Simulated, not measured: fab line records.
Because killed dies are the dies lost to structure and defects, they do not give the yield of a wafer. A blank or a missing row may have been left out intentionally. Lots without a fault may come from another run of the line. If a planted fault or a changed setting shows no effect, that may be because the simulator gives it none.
Matching of chambers | flow nand_harc | NHARC_P_BONDPAD_CMP_32 on cmp-03: 4 sister chambers
The step polishes SiCN, target thk 200 nm. 16 wafers are shown with their chamber, then 8 later ones without.

## WAFERS WITH THEIR CHAMBER
wafer  | chamber | motor_current_A (A)
L075.2 | 0       | 13.3
L075.5 | 3       | 12.3
L075.6 | 2       | 11.9
L079.2 | 2       | 11.5
L079.3 | 3       | 12.7
L079.4 | 1       | 11.1
L080.1 | 3       | 12.5
L080.2 | 0       | 12.8
L080.6 | 3       | 12.4
L081.2 | 0       | 13.0
L081.3 | 3       | 12.2
L081.5 | 1       | 11.6
L083.2 | 0       | 12.9
L083.3 | 1       | 12.0
L083.4 | 3       | 13.0
L084.1 | 3       | 12.5

SIGNATURES (averages over the wafers above)
reading         | chamber 0 | chamber 1 | chamber 2 | chamber 3 | scatter within a chamber
motor_current_A | 13.000    | 11.567    | 11.700    | 12.514    | 0.297
Rule: a wafer lies at a distance from a chamber equal to the root of the sum of squares, over the readings, of (its reading less the chamber's mean, divided by the reading's scatter). The wafer belongs to the nearest chamber; if the next one is less than 2 further off, it can't be placed. The scatter: the root of (the sum of the squares of (reading less its chamber's mean) over the shown wafers, divided by (wafers less chambers)).

## WAFERS WITHOUT THEIR CHAMBER
wafer  | motor_current_A (A)
L084.2 | 11.4
L084.6 | 13.3
L089.1 | 11.7
L089.2 | 11.6
L089.3 | 13.7
L091.2 | 11.8
L091.5 | 13.0
L091.6 | 13.0

## WHICH CHAMBER EACH ONE RAN IN
wafer  | from the rows above     | in truth
L084.2 | can't be placed: 1 or 2 | 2
L084.6 | can't be placed: 0 or 3 | 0
L089.1 | can't be placed: 2 or 1 | 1
L089.2 | can't be placed: 1 or 2 | 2
L089.3 | can't be placed: 0 or 3 | 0
L091.2 | can't be placed: 2 or 1 | 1
L091.5 | can't be placed: 0 or 3 | 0
L091.6 | can't be placed: 0 or 3 | 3
Placed correctly: 0 of 8. Not placeable from these rows: 8 (in 8, the candidates include the true chamber). Number placed wrongly: 0.
